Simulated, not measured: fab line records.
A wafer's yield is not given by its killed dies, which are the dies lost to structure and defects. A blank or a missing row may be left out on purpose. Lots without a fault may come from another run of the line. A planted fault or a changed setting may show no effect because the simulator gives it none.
The same fault as seen by 2 desks | flow nand-harc | each desk has only its own numbers; what lay behind them comes last

## FROM THE METROLOGY DESK
What the gauges read for every lot (on any tool): the sampled wafers with a number, averaged. A lot is out of limits, marked OUT, if its mean lies more than 4 standard deviations from the usual mean; the brackets give that distance.
Columns: A = overlay-x-nm at NHARC_HYBRID_BOND_OVL_MEAS_05, usual -1 nm; B = overlay-y-nm at NHARC_HYBRID_BOND_OVL_MEAS_05, usual 2 nm
lot  | first seen here | A   | B
L340 | day 18 18:29    | -29 | -6
L341 | day 18 18:31    | 30  | -12
L342 | day 19 06:03    | 8   | -9
L343 | day 19 06:03    | 40  | -35
L344 | day 20 04:07    | 13  | 20
L345 | day 20 04:07    | -31 | 10
L347 | day 20 12:26    | 10  | 3
L348 | day 20 12:28    | -61 | 33
L349 | day 22 00:02    | -22 | 31
L356 | day 23 03:56    | -7  | -2
L360 | day 23 03:58    | 8   | 19
L357 | day 23 22:38    | -26 | -4
L361 | day 24 04:44    | 14  | 6
This desk's verdict: no lot among the 13 shows anything out of limits.

## THE TOOL OWNER'S DESK: pvd-sputter-01
The tool's own readings at NHARC_A_BONDPAD_PVD_27 (deposits Cu, target thk 30 nm, time 20.49 s): means of the sampled wafers that have a number, for each lot that ran on this tool. A lot is out of limits, marked OUT, if its mean lies more than 4 standard deviations from the usual mean; the brackets give that distance.
Columns: A = chamber-pressure-pa at NHARC_A_BONDPAD_PVD_27, usual 5.000 Pa; B = throttle-valve-pct at NHARC_A_BONDPAD_PVD_27, usual 30.4 %
lot  | first seen here | A     | B
L343 | day 18 20:56    | 4.988 | 30.6
L344 | day 19 14:10    | 4.999 | 30.6
L345 | day 19 15:05    | 4.999 | 29.8
L347 | day 20 01:37    | 4.992 | 31.5
L348 | day 20 03:14    | 4.995 | 30.8
L349 | day 21 05:43    | 5.007 | 30.4
L357 | day 23 11:26    | 5.001 | 29.5
This desk's verdict: no lot among the 7 shows anything out of limits.

## PUT TOGETHER
The metrology desk saw nothing out of limits.
The desk of the tool owner found nothing out of limits.

## WHAT THE SIMULATOR HAD INSERTED
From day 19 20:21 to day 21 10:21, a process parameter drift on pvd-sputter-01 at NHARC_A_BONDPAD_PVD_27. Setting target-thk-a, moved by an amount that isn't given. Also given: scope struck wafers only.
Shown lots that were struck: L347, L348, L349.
